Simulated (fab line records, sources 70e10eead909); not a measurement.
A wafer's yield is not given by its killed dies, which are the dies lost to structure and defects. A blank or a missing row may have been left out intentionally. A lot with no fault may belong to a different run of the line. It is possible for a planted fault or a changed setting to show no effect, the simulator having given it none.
Which tool did it? | flow nand harc | Sampling: 13 lots, 37 wafers, 5 of 1302 route steps

== WHAT EACH GAUGE READ, for each wafer ==
NHARC_END_SORT_01. Usual: killed at array 50, standard deviation 18; killed at other 0.8, standard deviation 1.1; killed at periphery 4.1, standard deviation 2.9; killed dies 55, standard deviation 18; killed open 3.5, standard deviation 1.9; killed short 2.4, standard deviation 1.5.
lot  | measured     | on        | killed at array | killed at other | killed at periphery | killed dies | killed open | killed short | flag
L774 | day 30 17:21 | prober-01 | 43 37           | 2 0             | 1 4                 | 46 41       | 6 3         | 4 1          |

== WHICH TOOL RAN EACH LOT (tool, then ch and the chambers of the sampled wafers, then the start) ==
lot  | NHARC_A_SGD_CUT_DESCUM_14          | NHARC_A_SGD_CUT_ETCH_58            | NHARC_A_SGD_CUT_STRIP_28                      | NHARC_A_SLIT_SOFTBAKE_04
L760 | rie diel-10 ch 0,1,3, day 20 10:16 | rie diel-10 ch 0,2,3, day 20 10:21 | rie diel-01 ch 0,1, day 20 17:10              | litho track-01 ch 0, day 20 21:00
L761 | rie diel-10 ch 1,3, day 20 18:56   | rie diel-10 ch 2,3, day 20 19:01   | rie diel-10 ch 1,2,3, day 21 06:00 or earlier | litho track-04 ch 0, day 21 06:00
L763 | rie diel-12 ch 0,1,3, day 21 04:19 | rie diel-12 ch 0,1,3, day 21 04:25 | rie diel-12 ch 1,2,3, day 21 18:00 or earlier | litho track-06 ch 0, day 21 18:00
L765 | rie diel-12 ch 0,1,2, day 21 20:01 | rie diel-12 ch 0,1,2, day 21 20:09 | rie diel-12 ch 0,1,2, day 22 02:55            | litho track-04 ch 0, day 22 07:00
L766 | rie diel-10 ch 1,2, day 22 10:29   | rie diel-10 ch 0,1,2, day 22 10:35 | rie diel-12 ch 0,1,3, day 22 21:00 or earlier | litho track-04 ch 0, day 22 21:00
L767 | rie diel-10 ch 0,2,3, day 22 21:14 | rie diel-10 ch 0,3, day 22 21:20   | rie diel-10 ch 0,3, day 23 09:00 or earlier   | litho track-04 ch 0, day 23 09:00
L771 | rie diel-01 ch 0,1,2, day 23 18:44 | rie diel-01 ch 1,2, day 23 18:50   | rie diel-12 ch 0,3, day 24 08:00 or earlier   | litho track-04 ch 0, day 24 08:00
L770 | rie diel-12 ch 2,3, day 23 18:46   | rie diel-12 ch 3, day 23 18:51     | rie diel-01 ch 3, day 24 13:00 or earlier     | litho track-04 ch 0, day 24 13:00
L774 | rie diel-10 ch 2, day 25 08:54     | rie diel-10 ch 2, day 25 08:59     | rie diel-10 ch 2,3, day 25 20:00 or earlier   | litho track-04 ch 0, day 25 20:00
L779 | rie diel-10 ch 2,3, day 27 04:17   | rie diel-10 ch 2,3, day 27 04:22   | rie diel-10 ch 0,1,3, day 27 15:00 or earlier | litho track-06 ch 0, day 27 15:00
L780 | rie diel-10 ch 0,2,3, day 28 09:02 | rie diel-10 ch 1,2,3, day 28 09:06 | rie diel-10 ch 0,1, day 28 15:26              | litho track-06 ch 0, day 28 19:00
L781 | rie diel-10 ch 0,1, day 28 13:04   | rie diel-10 ch 0,2,3, day 28 13:08 | rie diel-01 ch 0,1,2, day 28 20:38            | litho track-04 ch 0, day 29 01:00
L782 | rie diel-12 ch 0,2,3, day 29 05:01 | rie diel-12 ch 0,2, day 29 05:07   | rie diel-12 ch 0,1, day 29 16:00 or earlier   | litho track-01 ch 0, day 29 16:00
- NHARC_A_SGD_CUT_DESCUM_14: chemistry O2, time 3 s.
- NHARC_A_SGD_CUT_ETCH_58: etches the open film in CF4, target depth 39 nm, time 65 s.
- NHARC_A_SGD_CUT_STRIP_28: strips in O2, time 20 s.
- NHARC_A_SLIT_SOFTBAKE_04: time 55 s.

== WHAT THE TOOLS THEMSELVES READ (means of the sampled wafers that have a number; where no wafer has one, the mark that the record gives instead) ==
NHARC_A_SGD_CUT_DESCUM_14. Usual: drypump motor current A 5.9 A, standard deviation 0.48; oes product au 0.998 a.u., standard deviation 0.0094; rf vpp V 57.9 V, standard deviation 0.93; showerhead plenum p Torr 1.93 Torr, standard deviation 0.07; throttle valve pct 11.311 %, standard deviation 0.0087.
lot  | tool        | drypump motor current A (A) | oes product au (a.u.) | rf vpp V (V) | showerhead plenum p Torr (Torr) | throttle valve pct (%) | flag
L760 | rie diel-10 | 6.0                         | 1.000                 | 58.7         | 1.94                            | 11.310                 |
L761 | rie diel-10 | 6.0                         | 1.002                 | 58.8         | 1.98                            | 11.308                 |
L763 | rie diel-12 | 5.6                         | 0.999                 | 58.1         | 1.99                            | 11.308                 |
L765 | rie diel-12 | 5.5                         | 0.996                 | 58.0         | 1.96                            | 11.305                 |
L766 | rie diel-10 | 6.0                         | 1.001                 | 58.2         | 1.97                            | 11.306                 |
L767 | rie diel-10 | 6.2                         | 1.000                 | 57.5         | 1.90                            | 11.306                 |
L771 | rie diel-01 | 5.8                         | 1.004                 | 56.6         | 1.86                            | 11.311                 |
L770 | rie diel-12 | 5.7                         | 0.995                 | 58.0         | 1.95                            | 11.314                 |
L774 | rie diel-10 | 6.2                         | 1.002                 | 57.2         | 1.93                            | 11.308                 |
L779 | rie diel-10 | 6.3                         | 1.010                 | 57.1         | 1.91                            | 11.312                 |
L780 | rie diel-10 | 6.2                         | 0.998                 | 58.2         | 1.89                            | 11.312                 |
L781 | rie diel-10 | 5.7                         | 0.995                 | 57.7         | 1.94                            | 11.311                 |
L782 | rie diel-12 | 5.7                         | 0.994                 | 58.0         | 1.97                            | 11.310                 |

NHARC_A_SGD_CUT_ETCH_58. Usual: drypump motor current A 5.9 A, standard deviation 0.48; oes product au 0.998 a.u., standard deviation 0.0082; rf vpp V 151.5 V, standard deviation 1.2; showerhead plenum p Torr 1.79 Torr, standard deviation 0.061; throttle valve pct 13.282 %, standard deviation 0.0089.
lot  | tool        | drypump motor current A (A) | oes product au (a.u.) | rf vpp V (V) | showerhead plenum p Torr (Torr) | throttle valve pct (%) | flag
L760 | rie diel-10 | 6.2                         | 0.996                 | 151.5        | 1.76                            | 13.290                 |
L761 | rie diel-10 | 6.3                         | 1.010                 | 151.3        | 1.76                            | 13.279                 |
L763 | rie diel-12 | 5.7                         | 0.994                 | 152.4        | 1.83                            | 13.282                 |
L765 | rie diel-12 | 5.4                         | 0.999                 | 151.8        | 1.80                            | 13.282                 |
L766 | rie diel-10 | 5.9                         | 1.005                 | 152.6        | 1.80                            | 13.280                 |
L767 | rie diel-10 | 6.4                         | 0.996                 | 151.1        | 1.74                            | 13.285                 |
L771 | rie diel-01 | 6.0                         | 1.000                 | 150.1        | 1.68                            | 13.281                 |
L770 | rie diel-12 | 6.0                         | 0.990                 | 151.8        | 1.84                            | 13.282                 |
L774 | rie diel-10 | 6.2                         | 0.998                 | 152.8        | 1.78                            | 13.280                 |
L779 | rie diel-10 | 6.5                         | 1.004                 | 151.1        | 1.75                            | 13.273                 |
L780 | rie diel-10 | 6.2                         | 1.000                 | 151.8        | 1.79                            | 13.279                 |
L781 | rie diel-10 | 6.2                         | 1.002                 | 150.6        | 1.75                            | 13.280                 |
L782 | rie diel-12 | 5.5                         | 0.994                 | 151.2        | 1.79                            | 13.287                 |

NHARC_A_SGD_CUT_STRIP_28. Usual: drypump motor current A 5.9 A, standard deviation 0.49; oes product au 0.997 a.u., standard deviation 0.0091; rf vpp V 57.8 V, standard deviation 0.84; showerhead plenum p Torr 3.56 Torr, standard deviation 0.13; throttle valve pct 17.036 %, standard deviation 0.0089.
lot  | tool        | drypump motor current A (A) | oes product au (a.u.) | rf vpp V (V) | showerhead plenum p Torr (Torr) | throttle valve pct (%) | flag
L760 | rie diel-01 | 5.7                         | 1.008                 | 58.0         | 3.52                            | 17.040                 |
L761 | rie diel-10 | 6.2                         | 1.005                 | 57.9         | 3.58                            | 17.034                 |
L763 | rie diel-12 | 5.4                         | 0.987                 | 58.5         | 3.59                            | 17.031                 |
L765 | rie diel-12 | 5.5                         | 0.982                 | 57.0         | 3.60                            | 17.033                 |
L766 | rie diel-12 | 5.7                         | 0.996                 | 58.0         | 3.65                            | 17.042                 |
L767 | rie diel-10 | 6.4                         | 0.994                 | 57.5         | 3.47                            | 17.036                 |
L771 | rie diel-12 | 6.0                         | 0.991                 | 58.3         | 3.70                            | 17.040                 |
L770 | rie diel-01 | 6.6                         | 0.997                 | 57.6         | 3.77                            | 17.035                 |
L774 | rie diel-10 | 6.5                         | 0.999                 | 56.9         | 3.50                            | 17.043                 |
L779 | rie diel-10 | 6.0                         | 1.001                 | 57.7         | 3.56                            | 17.028                 |
L780 | rie diel-10 | 5.7                         | 0.999                 | 57.7         | 3.65                            | 17.033                 |
L781 | rie diel-01 | 5.9                         | 1.004                 | 57.0         | 3.43                            | 17.030                 |
L782 | rie diel-12 | 5.4                         | 0.992                 | 58.4         | 3.61                            | 17.037                 |

NHARC_A_SLIT_SOFTBAKE_04. Usual: heater power total W reads 188.46 W (standard deviation 0.14).
lot  | tool           | heater power total W (W) | flag
L760 | litho track-01 | 188.63                   |
L761 | litho track-04 | 188.35                   |
L763 | litho track-06 | 188.42                   |
L765 | litho track-04 | 188.49                   |
L766 | litho track-04 | 188.42                   |
L767 | litho track-04 | 188.50                   |
L771 | litho track-04 | 193.30                   | OFF
L770 | litho track-04 | 192.10                   | OFF
L774 | litho track-04 | 192.36                   | OFF
L779 | litho track-06 | 188.39                   |
L780 | litho track-06 | 188.39                   |
L781 | litho track-04 | 188.40                   |
L782 | litho track-01 | 188.39                   |

== THE ANSWER, worked out from the rows above alone ==
Rule: a lot is off if the mean of its wafers that have a number lies more than 3 standard deviations from the usual mean. Also off: a lot with no number at a reading for which 4 or more lots have one. The other lots that the step has rows for count as sound. First the gauges in route order, then the tools' own readings, where a lot's mean is used as printed above. At the first step where some lot is off, the reading lying furthest off is the one used; lots without a number count as furthest.
Off, at NHARC_A_SLIT_SOFTBAKE_04 on heater power total W: L771, L770, L774.
If a tool, at that step or one of the process steps before it, ran each lot that is off and ran no sound lot following the first of them, it fits. With no start given for some of its lots, NHARC_A_SGD_CUT_STRIP_28 uses the hours and lot order of NHARC_A_SLIT_SOFTBAKE_04. None of those tried fits.

== WHAT THE SIMULATOR PUT IN ==
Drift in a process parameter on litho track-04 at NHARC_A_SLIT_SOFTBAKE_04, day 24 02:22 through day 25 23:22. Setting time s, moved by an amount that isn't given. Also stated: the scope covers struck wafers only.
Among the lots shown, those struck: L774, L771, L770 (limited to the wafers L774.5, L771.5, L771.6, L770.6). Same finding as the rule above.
